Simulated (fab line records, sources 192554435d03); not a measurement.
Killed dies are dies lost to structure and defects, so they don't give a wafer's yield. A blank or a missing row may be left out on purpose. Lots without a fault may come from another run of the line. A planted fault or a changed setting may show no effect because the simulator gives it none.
Chamber matching | flow n5_finfet | N5_BEOL_M15_CMP_49 on cmp-01: 4 sister chambers
The step polishes, stops on SiO2, t overpolish 4.9 s, target thk 850 nm. 22 wafers are shown with their chamber, then 11 later ones without.

WAFERS WITH THEIR CHAMBER
wafer  | chamber | motor_current_A (A) | barrier_field_endpoint_s (s) | edge_zone_pressure_frac
L080.1 | 1       | 8.1                 | 11.5                         | 1.008
L080.3 | 3       | 7.6                 | 11.4                         | 0.997
L080.5 | 3       | 8.0                 | 11.3                         | 0.996
L077.2 | 1       | 8.0                 | 11.4                         | 0.995
L077.4 | 2       | 6.3                 | 11.6                         | 1.004
L077.6 | 3       | 8.0                 | 11.6                         | 0.999
L086.1 | 3       | 8.1                 | 11.6                         | 0.992
L086.3 | 1       | 8.3                 | 11.6                         | 1.005
L086.6 | 2       | 6.0                 | 11.8                         | 1.001
L088.1 | 2       | 6.3                 | 11.9                         | 1.005
L088.4 | 0       | 8.0                 | 11.4                         | 1.000
L088.5 | 3       | 7.6                 | 11.7                         | 1.005
L089.1 | 3       | 7.6                 | 11.4                         | 0.990
L089.4 | 1       | 8.1                 | 11.3                         | 1.005
L089.6 | 1       | 8.0                 | 11.7                         | 1.007
L091.2 | 0       | 8.5                 | 11.4                         | 0.995
L091.3 | 1       | 8.3                 | 11.8                         | 0.994
L091.5 | 0       | 8.1                 | 11.6                         | 0.999
L093.3 | 2       | 6.2                 | 11.5                         | 1.000
L093.5 | 0       | 8.1                 | 10.9                         | 1.004
L093.6 | 3       | 8.3                 | 11.3                         | 0.999
L092.1 | 1       | 7.9                 | 11.7                         | 1.005

SIGNATURES (means of the wafers above)
reading                  | chamber 0 | chamber 1 | chamber 2 | chamber 3 | scatter within a chamber
motor_current_A          | 8.175     | 8.100     | 6.200     | 7.886     | 0.216
barrier_field_endpoint_s | 11.325    | 11.571    | 11.700    | 11.471    | 0.199
edge_zone_pressure_frac  | 0.99950   | 1.00271   | 1.00250   | 0.99686   | 0.00473
Rule: a wafer's distance from a chamber is the root of the sum, over the readings, of the square of ((its reading less the chamber's mean) divided by the reading's scatter). The wafer belongs to the nearest chamber; if the next one is less than 2 further off, it can't be placed. The scatter: the root of (the sum of the squares of (reading less its chamber's mean) over the shown wafers, divided by (wafers less chambers)).

WAFERS WITHOUT THEIR CHAMBER
wafer  | motor_current_A (A) | barrier_field_endpoint_s (s) | edge_zone_pressure_frac
L092.2 | 8.1                 | 11.8                         | 1.001
L092.5 | 7.9                 | 11.3                         | 1.002
L094.2 | 8.0                 | 11.6                         | 0.989
L094.3 | 8.2                 | 11.4                         | 0.997
L094.6 | 8.2                 | 11.7                         | 1.006
L095.2 | 7.9                 | 11.7                         | 0.994
L095.5 | 8.3                 | 11.3                         | 1.010
L095.6 | 7.7                 | 11.8                         | 1.001
L096.4 | 7.7                 | 11.6                         | 1.000
L096.5 | 7.7                 | 11.5                         | 1.005
L096.6 | 6.0                 | 11.7                         | 0.994

WHICH CHAMBER EACH WENT THROUGH
wafer  | from the rows above          | in truth
L092.2 | can't be placed: 1 or 3 or 0 | 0
L092.5 | can't be placed: 0 or 3 or 1 | 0
L094.2 | can't be placed: 3 or 0 or 1 | 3
L094.3 | can't be placed: 0 or 3 or 1 | 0
L094.6 | can't be placed: 1 or 0 or 3 | 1
L095.2 | can't be placed: 3 or 1 or 0 | 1
L095.5 | can't be placed: 1 or 0 or 3 | 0
L095.6 | can't be placed: 3 or 1 or 0 | 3
L096.4 | can't be placed: 3 or 1 or 0 | 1
L096.5 | can't be placed: 3 or 1 or 0 | 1
L096.6 | 2                            | 2
Placed correctly: 1 of 11. Can't be placed from these rows: 10 (the true chamber is among the candidates in 10). Placed wrongly: 0.
